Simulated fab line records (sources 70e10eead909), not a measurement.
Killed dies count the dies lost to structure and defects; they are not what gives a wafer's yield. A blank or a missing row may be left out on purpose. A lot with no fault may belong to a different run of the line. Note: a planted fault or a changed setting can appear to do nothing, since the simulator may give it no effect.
Which tool is to blame? / flow nand harc / 42 wafers from 14 lots sampled at 4 of the route's 1302 steps

WHAT THE GAUGES SHOWED, per wafer
NHARC_A_DECK1_JOINT_THK_MEAS_17: measures by ellipsometry. Usual: thk nm reads 44.8 nm (standard deviation 1.2).
lot=L667; measured=day 13 20:36; on=film metro-02; thk nm (nm)=45.4 47.5 45.4; flag=
lot=L668; measured=day 13 20:36; on=film metro-01; thk nm (nm)=44.7 47.0 44.6; flag=
lot=L669; measured=day 14 20:45; on=film metro-02; thk nm (nm)=42.6 44.3 43.6; flag=
lot=L670; measured=day 14 20:47; on=film metro-01; thk nm (nm)=43.6 46.4 44.4; flag=
lot=L671; measured=day 15 09:05; on=film metro-02; thk nm (nm)=43.5 44.2 45.2; flag=
lot=L673; measured=day 15 22:46; on=film metro-01; thk nm (nm)=46.3 46.1 43.3; flag=
lot=L675; measured=day 16 21:50; on=film metro-01; thk nm (nm)=43.5 45.6 44.8; flag=
lot=L679; measured=day 18 07:16; on=film metro-01; thk nm (nm)=44.8 46.1 44.4; flag=
lot=L681; measured=day 19 19:58; on=film metro-01; thk nm (nm)=44.9 44.3 45.2; flag=
lot=L682; measured=day 20 00:40; on=film metro-02; thk nm (nm)=46.1 46.3 44.7; flag=
lot=L683; measured=day 20 00:40; on=film metro-01; thk nm (nm)=45.2 46.1 47.4; flag=
lot=L684; measured=day 21 00:12; on=film metro-01; thk nm (nm)=44.4 44.7 47.5; flag=
lot=L685; measured=day 21 00:13; on=film metro-02; thk nm (nm)=45.6 45.6 45.0; flag=
lot=L686; measured=day 21 15:26; on=film metro-01; thk nm (nm)=45.0 44.8 45.8; flag=

NHARC_A_ONON_D2_THK_MEAS_24: measures by ellipsometry. Usual: thk nm reads 1002 nm (standard deviation 9.3).
lot=L667; measured=day 14 11:26; on=film metro-01; thk nm (nm)=1019 1017 1017; flag=
lot=L668; measured=day 14 11:43; on=film metro-01; thk nm (nm)=990 991 989; flag=
lot=L669; measured=day 15 09:28; on=film metro-01; thk nm (nm)=995 995 995; flag=
lot=L670; measured=day 15 09:30; on=film metro-02; thk nm (nm)=1008 1006 1009; flag=
lot=L671; measured=day 15 21:47; on=film metro-01; thk nm (nm)=1008 1007 1006; flag=
lot=L673; measured=day 16 10:08; on=film metro-01; thk nm (nm)=1000 999 999; flag=
lot=L675; measured=day 17 09:55; on=film metro-01; thk nm (nm)=1002 1003 1003; flag=
lot=L679; measured=day 18 18:38; on=film metro-01; thk nm (nm)=1004 1005 1004; flag=
lot=L681; measured=day 20 07:46; on=film metro-02; thk nm (nm)=946 998 998; flag=
lot=L682; measured=day 20 13:55; on=film metro-02; thk nm (nm)=1004 952 1004; flag=
lot=L683; measured=day 20 13:57; on=film metro-02; thk nm (nm)=1001 1002 1002; flag=
lot=L684; measured=day 21 12:13; on=film metro-01; thk nm (nm)=1006 1007 1006; flag=
lot=L685; measured=day 21 12:14; on=film metro-02; thk nm (nm)=996 995 994; flag=
lot=L686; measured=day 22 03:13; on=film metro-02; thk nm (nm)=999 999 1000; flag=

NHARC_A_ONON_D2_THK_MEAS_34: measures by ellipsometry. Usual: thk nm reads 201 nm (standard deviation 3.1).
lot=L667; measured=day 14 13:02; on=film metro-01; thk nm (nm)=195 196 200; flag=
lot=L668; measured=day 14 13:19; on=film metro-01; thk nm (nm)=197 199 198; flag=
lot=L669; measured=day 15 11:04; on=film metro-02; thk nm (nm)=195 198 198; flag=
lot=L670; measured=day 15 11:07; on=film metro-02; thk nm (nm)=203 199 201; flag=
lot=L671; measured=day 15 23:23; on=film metro-01; thk nm (nm)=198 200 203; flag=
lot=L673; measured=day 16 11:44; on=film metro-01; thk nm (nm)=203 202 205; flag=
lot=L675; measured=day 17 11:33; on=film metro-01; thk nm (nm)=198 202 203; flag=
lot=L679; measured=day 18 20:14; on=film metro-01; thk nm (nm)=203 206 203; flag=
lot=L681; measured=day 20 09:22; on=film metro-02; thk nm (nm)=203 202 209; flag=
lot=L682; measured=day 20 15:31; on=film metro-01; thk nm (nm)=202 202 202; flag=
lot=L683; measured=day 20 15:37; on=film metro-02; thk nm (nm)=203 200 206; flag=
lot=L684; measured=day 21 14:13; on=film metro-01; thk nm (nm)=199 200 201; flag=
lot=L685; measured=day 21 14:21; on=film metro-01; thk nm (nm)=206 203 200; flag=
lot=L686; measured=day 22 04:50; on=film metro-01; thk nm (nm)=204 198 202; flag=

WHAT TOOL EACH LOT RAN ON (gives the tool, then ch and the chambers of the sampled wafers, and finally the start)
lot=L667; NHARC_A_ONON_D2_DEP_22=pecvd onon-02 ch 0, day 14 10:56
lot=L668; NHARC_A_ONON_D2_DEP_22=pecvd onon-03 ch 0, day 14 11:16
lot=L669; NHARC_A_ONON_D2_DEP_22=pecvd onon-04 ch 0, day 15 09:05
lot=L670; NHARC_A_ONON_D2_DEP_22=pecvd onon-02 ch 0, day 15 08:59
lot=L671; NHARC_A_ONON_D2_DEP_22=pecvd onon-02 ch 0, day 15 21:23
lot=L673; NHARC_A_ONON_D2_DEP_22=pecvd onon-04 ch 0, day 16 09:38
lot=L675; NHARC_A_ONON_D2_DEP_22=pecvd onon-02 ch 0, day 17 09:24
lot=L679; NHARC_A_ONON_D2_DEP_22=pecvd onon-02 ch 0, day 18 18:14
lot=L681; NHARC_A_ONON_D2_DEP_22=pecvd onon-04 ch 0, day 20 07:19
lot=L682; NHARC_A_ONON_D2_DEP_22=pecvd onon-04 ch 0, day 20 13:32
lot=L683; NHARC_A_ONON_D2_DEP_22=pecvd onon-03 ch 0, day 20 13:29
lot=L684; NHARC_A_ONON_D2_DEP_22=pecvd onon-02 ch 0, day 21 11:43
lot=L685; NHARC_A_ONON_D2_DEP_22=pecvd onon-03 ch 0, day 21 11:50
lot=L686; NHARC_A_ONON_D2_DEP_22=pecvd onon-03 ch 0, day 22 02:43
- NHARC_A_ONON_D2_DEP_22: target thk 1000 nm.

WHAT THE TOOLS THEMSELVES READ (means of the sampled wafers that have a number; where no wafer has one, the mark that the record gives instead)
The record holds no such reading with a usual standard deviation.

THE ANSWER, worked out from the rows above alone
Rule: take the mean of a lot's wafers that have a number; if it is more than 3 standard deviations from the usual mean, the lot is off. Also off: a lot with no number at a reading for which 4 or more lots have one. Where the step has rows for the other lots, those lots are counted as sound. After the gauges, taken in route order, come the tools' own readings; for these a lot's mean is taken, as printed above. The first step at which some lot is off is used, and at that step the reading that is off furthest; a lot without a number counts as furthest.
No lot is off on any of the readings shown, so nothing can be concluded from this.

WHAT WAS PUT IN BY THE SIMULATOR
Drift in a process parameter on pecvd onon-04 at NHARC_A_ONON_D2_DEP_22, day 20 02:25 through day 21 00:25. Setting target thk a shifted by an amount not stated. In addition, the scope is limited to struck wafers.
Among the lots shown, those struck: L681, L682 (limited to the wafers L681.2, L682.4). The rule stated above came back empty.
